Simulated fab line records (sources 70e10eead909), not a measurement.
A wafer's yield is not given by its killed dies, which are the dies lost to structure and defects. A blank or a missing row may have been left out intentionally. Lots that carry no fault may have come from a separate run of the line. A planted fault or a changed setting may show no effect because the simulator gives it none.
fab line records -- flow nand_harc
record: lots: 12, wafers: 34, last_day: 24
route steps=1159 shown A_BONDPAD@1073 THIN_TSV@1151 END@1159
lots with no fault: from the same line, run without faults
start_h: the number of hours between the record's first day and the start of the first shown wafer of the lot -- wait_h: hours elapsed since this lot's preceding step -- " same as the row above -- L1.1+2: a single row standing in for several wafers -- - either no value or no given start -- * or withheld: withheld -- < > ~ a bound
route shown NAME@n: names a module that has steps shown in the file, with the first one's number in the route -- usual: mean and standard deviation over wafers with no fault -- same: alike in all rows -- chamber/n: place in a boat -- sites: each site's reading -- _std_site: standard deviation across them -- _edge_site: outer sites' mean less inner sites' -- radius_mm: how far each site lies from the wafer's centre -- mask NAME#n: copy n -- behind: the most recent tool/chamber to have shaped the wafer -- hold: reason for holding the lot/hours on hold/outcome of the hold -- device: the n, p or np transistor that did not switch -- end of line: the tests these same wafers got at the end of their route -- where a step has no rows: the recipe by itself -- killed: at the first sort, the dies lost to defects and structure; wafer yield is something else -- map: shows each die of a wafer: x if killed, . if not, _ if none is there
set.NAME: the run value of the setting; set.NAME@STEP: its run value at that earlier step -- model.NAME: the simulator's own value behind a step, which no gauge read
a sample of lots followed through the steps of the route, with each step as a table and each wafer as a row
services: the hour from which a tool's chamber was out of use, counted from the record's first day as start_h (under 0 if before that day), plus the number of hours and why
== steps ==
step: NHARC_A_BONDPAD_OVL_MEAS_35
usual: overlay_x_nm: 0/6.7, overlay_y_nm: -1/5.5
lot.wafer,tool,chamber,start_h,wait_h,overlay_x_nm,overlay_y_nm
L376.2,overlay-01,-,418.64,-,-1,-7
L376.5,overlay-01,-,418.64,-,-1,-7
L376.6,overlay-01,-,418.64,-,-1,-7
L375.1,overlay-02,-,421.67,-,2,-4
L375.3,overlay-02,-,421.67,-,3,-4
L375.4,overlay-02,-,421.67,-,2,-4
L379.1,overlay-02,-,425.60,-,2,8
L379.4,overlay-02,-,425.60,-,2,8
L379.5,overlay-02,-,425.60,-,2,8
L380.1,overlay-02,-,433.17,-,-5,0
L380.3,overlay-02,-,433.17,-,-5,0
L380.5,overlay-02,-,433.17,-,-4,0
L382.1,overlay-02,-,439.53,-,-8,-3
L382.2,overlay-02,-,439.53,-,-8,-3
L382.4,overlay-02,-,439.53,-,-8,-3
L381.4,overlay-02,-,440.70,-,-6,-8
L381.5,overlay-02,-,440.70,-,-6,-7
L381.6,overlay-02,-,440.70,-,-6,-8
L386.2,overlay-01,-,475.05,-,-9,2
L386.3,overlay-01,-,475.05,-,-9,1
L386.6,overlay-01,-,475.05,-,-10,2
L387.4,overlay-02,-,482.44,-,-2,1
L391.1,overlay-02,-,509.18,-,-15,-2
L391.3,overlay-02,-,509.18,-,-14,-1
L391.6,overlay-02,-,509.18,-,-14,-1
L393.2,overlay-01,-,510.77,-,5,-12
L393.5,overlay-01,-,510.77,-,5,-13
L393.6,overlay-01,-,510.77,-,5,-13
L394.1,overlay-02,-,520.51,-,11,7
L394.3,overlay-02,-,520.51,-,12,7
L394.5,overlay-02,-,520.51,-,12,6
L397.4,overlay-01,-,537.42,-,6,1
L397.5,overlay-01,-,537.42,-,6,1
L397.6,overlay-01,-,537.42,-,6,1
step: NHARC_A_BONDPAD_DESCUM_11
recipe: time_s: 3, o2_flow_sccm: 200, ar_flow_sccm: 0, bias_power_w: 0, chemistry: O2
usual: drypump_motor_current_A: 5.9/0.59, oes_product_au: 1.002/0.011, rf_vpp_V: 57.7/0.86, showerhead_plenum_p_Torr: 1.92/0.084, throttle_valve_pct: 11.312/0.0096
lot.wafer,tool,chamber,start_h,wait_h,drypump_motor_current_A,oes_product_au,rf_hours_counter_h,rf_vpp_V,showerhead_plenum_p_Torr,throttle_valve_pct
L376.2,rie_diel-09,1,418.77,-,5.7,1.008,6,57.8,1.91,11.308
L376.5,rie_diel-09,0,418.77,-,6.4,0.995,-,56.2,1.98,11.313
L376.6,rie_diel-09,1,418.77,-,5.7,1.014,-,58.3,1.91,11.300
L375.4,rie_diel-03,0,421.80,-,6.4,0.998,4,57.3,1.87,11.311
L375.1,rie_diel-03,1,421.80,-,5.7,0.997,4,58.5,1.81,11.308
L375.3,rie_diel-03,2,421.80,-,5.6,1.012,4,58.6,2.04,11.305
L379.1,rie_diel-09,0,425.73,-,6.4,0.984,7,57.6,1.98,11.308
L379.4,rie_diel-09,1,425.73,-,5.7,1.000,7,57.8,1.91,11.317
L379.5,rie_diel-09,0,425.73,-,6.4,0.994,-,56.3,1.98,11.301
L380.1,rie_diel-03,3,433.31,-,5.8,0.991,4,58.2,1.92,11.297
L380.3,rie_diel-03,1,433.31,-,5.7,0.995,5,58.3,1.81,11.301
L380.5,rie_diel-03,1,433.31,-,5.7,0.988,-,56.8,1.81,11.311
L382.1,rie_diel-03,0,439.67,-,6.4,0.998,5,57.5,1.87,11.329
L382.2,rie_diel-03,1,439.67,-,5.7,0.998,7,57.9,1.81,11.314
L382.4,rie_diel-03,2,439.67,-,5.6,1.009,6,57.0,2.04,11.309
L381.4,rie_diel-03,0,440.84,-,6.5,0.987,5,56.4,1.87,11.311
L381.5,rie_diel-03,2,440.84,-,5.6,1.009,-,58.9,2.04,11.309
L381.6,rie_diel-03,3,440.84,-,5.8,0.999,-,59.5,1.92,11.311
L386.2,rie_diel-09,1,475.18,-,5.7,1.022,1,58.9,1.91,11.314
L386.3,rie_diel-09,3,475.18,-,6.5,1.011,1,56.6,1.78,11.319
L386.6,rie_diel-09,0,475.18,-,6.4,0.996,-,59.5,1.98,11.314
L387.4,rie_diel-09,2,482.59,-,4.9,0.994,2,58.0,2.02,11.305
L391.3,rie_diel-03,3,509.31,-,5.8,0.991,18,59.2,1.92,11.316
L391.1,rie_diel-03,0,509.31,-,6.4,1.002,18,57.2,1.87,11.318
L391.6,rie_diel-03,2,509.31,-,5.6,0.997,-,57.2,2.03,11.304
L393.2,rie_diel-09,2,510.90,-,4.9,1.003,3,58.4,2.02,11.325
L393.6,rie_diel-09,1,510.90,-,5.7,1.007,-,57.3,1.91,11.318
L393.5,rie_diel-09,2,510.90,-,4.9,0.992,-,56.8,2.02,11.310
L394.3,rie_diel-09,2,520.63,-,4.9,1.002,3,58.1,2.02,11.322
L394.1,rie_diel-09,0,520.63,-,6.4,1.000,3,57.7,1.98,11.311
L394.5,rie_diel-09,0,520.63,-,6.4,0.991,-,58.5,1.98,11.313
L397.4,rie_diel-09,0,537.57,-,6.4,0.996,-,56.9,1.98,11.332
L397.5,rie_diel-09,1,537.57,-,5.7,1.018,-,57.9,1.91,11.308
L397.6,rie_diel-09,3,537.57,-,6.5,1.010,-,57.5,1.78,11.314
step: NHARC_THIN_TSV_ETCH_59
recipe: target_depth_a: 8800, icp_w: 900, bias_w: 100, Cl2_flow_sccm: 60, bcl3_flow_sccm: 30, time_s: 138.1, chemistry: Cl2/BCl3
usual: drypump_motor_current_A: 5.8/0.42, oes_product_au: 1.008/0.0093, throttle_valve_pct: 22.264/0.0091
lot.wafer,tool,chamber,start_h,wait_h,drypump_motor_current_A,oes_product_au,rf_hours_counter_h,throttle_valve_pct
L376.2,rie_metal-03,0,445.50,0.1,6.2,1.013,4.1,22.261
L376.5,rie_metal-03,0,445.50,0.1,6.2,1.012,-,22.249
L376.6,rie_metal-03,1,445.50,0.1,5.0,1.008,-,22.278
L375.1,rie_metal-01,1,446.60,0.2,5.9,1.018,3.1,22.255
L375.4,rie_metal-01,0,446.60,0.2,5.8,1.019,-,22.269
L375.3,rie_metal-01,1,446.60,0.2,5.9,1.026,-,22.272
L379.1,rie_metal-02,1,449.24,0.1,5.7,1.014,1.5,22.273
L379.4,rie_metal-02,1,449.24,0.1,5.7,1.012,-,22.260
L379.5,rie_metal-02,1,449.24,0.1,5.7,1.008,-,22.243
L380.1,rie_metal-01,0,456.06,0.1,5.8,1.011,3.5,22.259
L380.3,rie_metal-01,1,456.06,0.1,5.9,1.024,-,22.272
L380.5,rie_metal-01,0,456.06,0.1,5.8,1.006,-,22.269
L382.1,rie_metal-02,1,464.10,0.1,5.7,1.008,2.1,22.256
L382.2,rie_metal-02,0,464.10,0.1,6.1,1.007,2.1,22.270
L382.4,rie_metal-02,0,464.10,0.1,6.1,1.010,-,22.273
L381.4,rie_metal-03,1,465.03,0.2,5.0,0.987,-,22.273
L381.6,rie_metal-03,0,465.03,0.2,6.2,1.005,-,22.259
L381.5,rie_metal-03,1,465.03,0.2,4.9,0.999,-,22.263
L386.2,rie_metal-03,0,495.10,0.2,6.1,1.005,1.0,22.274
L386.3,rie_metal-03,0,495.10,0.2,6.2,1.005,-,22.267
L386.6,rie_metal-03,0,495.10,0.2,6.2,0.918,-,22.258
L387.4,rie_metal-03,0,504.70,0.2,6.2,1.021,-,22.259
L391.1,rie_metal-02,0,533.98,0.1,6.1,1.005,3.8,22.252
L391.3,rie_metal-02,0,533.98,0.1,6.1,1.000,-,22.256
L391.6,rie_metal-02,0,533.98,0.1,6.1,1.003,-,22.269
L393.2,rie_metal-01,1,536.50,0.1,5.9,1.000,0.9,22.271
L393.5,rie_metal-01,0,536.50,0.1,5.8,0.995,-,22.283
L393.6,rie_metal-01,1,536.50,0.1,5.9,1.006,-,22.260
L394.1,rie_metal-01,0,542.75,0.1,5.8,1.004,1.4,22.259
L394.3,rie_metal-01,1,542.75,0.1,5.9,1.005,-,22.254
L394.5,rie_metal-01,1,542.75,0.1,5.9,0.986,-,22.265
L397.4,rie_metal-01,0,568.83,0.1,5.8,1.009,-,22.257
L397.5,rie_metal-01,0,568.83,0.1,5.8,1.003,-,22.269
L397.6,rie_metal-01,1,568.83,0.1,5.9,1.023,-,22.275
step: NHARC_THIN_TSV_INSPECT_40
usual: raw_defect_count: 460/68
lot.wafer,tool,chamber,start_h,wait_h,raw_defect_count
L375.1,defect_inspect-01,-,450.22,0.4,389
L375.3,defect_inspect-01,-,450.22,0.4,406
L375.4,defect_inspect-01,-,450.22,0.4,350
L376.2,defect_inspect-02,-,450.22,0.4,538
L376.5,defect_inspect-02,-,450.22,0.4,435
L376.6,defect_inspect-02,-,450.22,0.4,454
L379.1,defect_inspect-02,-,454.78,0.4,408
L379.4,defect_inspect-02,-,454.78,0.4,429
L379.5,defect_inspect-02,-,454.78,0.4,440
L380.1,defect_inspect-01,-,461.39,0.4,498
L380.3,defect_inspect-01,-,461.39,0.4,401
L380.5,defect_inspect-01,-,461.39,0.4,472
L382.1,defect_inspect-02,-,469.46,0.4,600
L382.2,defect_inspect-02,-,469.46,0.4,583
L382.4,defect_inspect-02,-,469.46,0.4,600
L381.4,defect_inspect-01,-,469.46,0.4,394
L381.5,defect_inspect-01,-,469.46,0.4,432
L381.6,defect_inspect-01,-,469.46,0.4,438
L386.2,defect_inspect-01,-,499.01,0.4,342
L386.3,defect_inspect-01,-,499.01,0.4,407
L386.6,defect_inspect-01,-,499.01,0.4,383
L387.4,defect_inspect-02,-,509.29,0.4,414
L391.1,defect_inspect-01,-,539.59,0.4,532
L391.3,defect_inspect-01,-,539.59,0.4,456
L391.6,defect_inspect-01,-,539.59,0.4,457
L393.2,defect_inspect-02,-,539.59,0.4,457
L393.5,defect_inspect-02,-,539.59,0.4,474
L393.6,defect_inspect-02,-,539.59,0.4,441
L394.1,defect_inspect-01,-,548.53,0.4,391
L394.3,defect_inspect-01,-,548.53,0.4,411
L394.5,defect_inspect-01,-,548.53,0.4,413
L397.4,defect_inspect-02,-,573.67,0.4,443
L397.5,defect_inspect-02,-,573.67,0.4,434
L397.6,defect_inspect-02,-,573.67,0.4,522
step: NHARC_END_SORT_01
recipe: temp_c: 25
usual: defect_limited_yield: 95.1/1.8, killed_at_array: 29/11, killed_at_other: 0.5/0.8, killed_at_periphery: 3.5/2.8, killed_dies: 33/12, killed_open: 3.1/1.8, killed_short: 1.8/1.4, sort_bin_2_pct: 1.5/0.65, sort_bin_3_pct: 0.24/0.21, sort_bin_4_pct: 3.1/1.2, sort_n_pass: 644/12, sort_rim_yield_pct: 97.5/1.9, sort_yield_pct: 95.1/1.8
same: gross_dies: 677, sort_bin_5_pct[%]: 0, sort_bin_6_pct[%]: 0, sort_bin_7_pct[%]: 0, sort_bin_8_pct[%]: 0, sort_rim_n_gross: 106.00
lot.wafer,tool,chamber,start_h,wait_h,defect_limited_yield[%],killed_at_array,killed_at_other,killed_at_periphery,killed_dies,killed_open,killed_short,sort_bin_2_pct[%],sort_bin_3_pct[%],sort_bin_4_pct[%],sort_n_pass,sort_rim_yield_pct[%],sort_yield_pct[%]
L386.2,prober-01,0,506.88,2.8,97.0,17,0,3,20,1,3,1.2,0,1.8,657,99.1,97.0
L386.3,prober-01,0,507.69,3.1,97.0,16,0,4,20,3,3,0.6,0.15,2.2,657,100.0,97.0
L386.6,prober-01,0,510.14,4.1,0,14,657,6,677,8,2,1.0,97.19,1.8,0,0,0
killed by level:class
L386.2 A_CHANNEL_HOLE_D1:chamber_film_flake=4 A_CHANNEL_FILL_D1:chamber_film_flake=4 A_ZERO_WELL:chamber_film_flake=2 A_CONTACT:chamber_film_flake=2 P_M0:geometric_particle:short=1 A_ONON_D1:geometric_particle:open=1 A_WL_FILL:geometric_particle:short=1 A_M1:geometric_particle:short=1
L386.3 A_CHANNEL_HOLE_D1:chamber_film_flake=4 A_CONTACT:chamber_film_flake=4 A_CHANNEL_FILL_D1:chamber_film_flake=3 P_GATE:chamber_film_flake=2 P_STI:geometric_particle:open=1 A_SOURCE_PLATE:geometric_particle:short=1 A_CHANNEL_HOLE_D1:geometric_particle:open=1 A_CHANNEL_FILL_D1:geometric_particle:short=1
L386.6 THIN_TSV:area_etch=657 A_CHANNEL_HOLE_D1:chamber_film_flake=5 A_CONTACT:chamber_film_flake=3 A_CONTACT:geometric_particle:open=2 A_M1:geometric_particle:open=2 P_GATE:geometric_particle:open=1 P_CONTACT:geometric_particle:open=1 P_M0:geometric_particle:open=1
== services ==
tool,chamber,start_h,hours,kind
rie_diel-03,3,401.32,3.5,repair
rie_diel-09,0,410.13,-,clean
rie_diel-09,1,410.13,-,clean
rie_diel-09,2,410.13,-,clean
rie_diel-09,3,410.13,-,clean
rie_diel-03,0,431.07,6.7,repair
rie_diel-09,-,431.13,9.0,pm
rie_diel-09,0,431.13,9.0,vent_cycle
rie_diel-09,1,431.13,9.0,vent_cycle
rie_diel-09,2,431.13,9.0,vent_cycle
rie_diel-09,3,431.13,9.0,vent_cycle
rie_diel-09,0,440.13,-,clean
rie_diel-09,1,440.13,-,clean
rie_diel-09,2,440.13,-,clean
rie_diel-09,3,440.13,-,clean
rie_metal-03,-,453.00,9.0,pm
rie_diel-09,0,464.63,-,clean
rie_diel-09,1,464.63,-,clean
rie_metal-03,1,470.25,6.7,repair
rie_metal-01,-,509.00,9.0,pm
rie_diel-09,3,520.34,3.1,repair
rie_diel-09,2,535.87,4.4,repair
rie_diel-03,3,537.70,8.4,repair
rie_metal-02,-,565.10,9.0,pm
== key ==
first_sign: step: NHARC_THIN_TSV_ETCH_59, reading: oes_product_au, direction: down, sigmas: 9.6, usual: 1.008, struck: 0.918
effect: step: NHARC_END_SORT_01, reading: killed_at_other, direction: up, sigmas: 99+, usual: 0.5, struck: 657
more_kills_born_at: NHARC_THIN_TSV_ETCH_59@rie_metal-03: 657
met_at NHARC_THIN_TSV_ETCH_59
struck_lots L386
struck_wafers L386.6
later_rows_left_out L386.6
not_acting_at NHARC_A_BONDPAD_OVL_MEAS_35,NHARC_A_BONDPAD_DESCUM_11,NHARC_THIN_TSV_INSPECT_40
onset_between 465.03 495.10
fault: kind: process_parameter_drift, tool: rie_metal-03, chamber: -, onset_h: 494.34, steps: NHARC_THIN_TSV_ETCH_59, channel: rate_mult, offset: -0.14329, shape: step, end_h: 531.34, scope: struck_wafers_only
later_rows_left_out: the simulator's readings of these wafers behind a module that went badly wrong aren't trusted and aren't shown, but for the sort
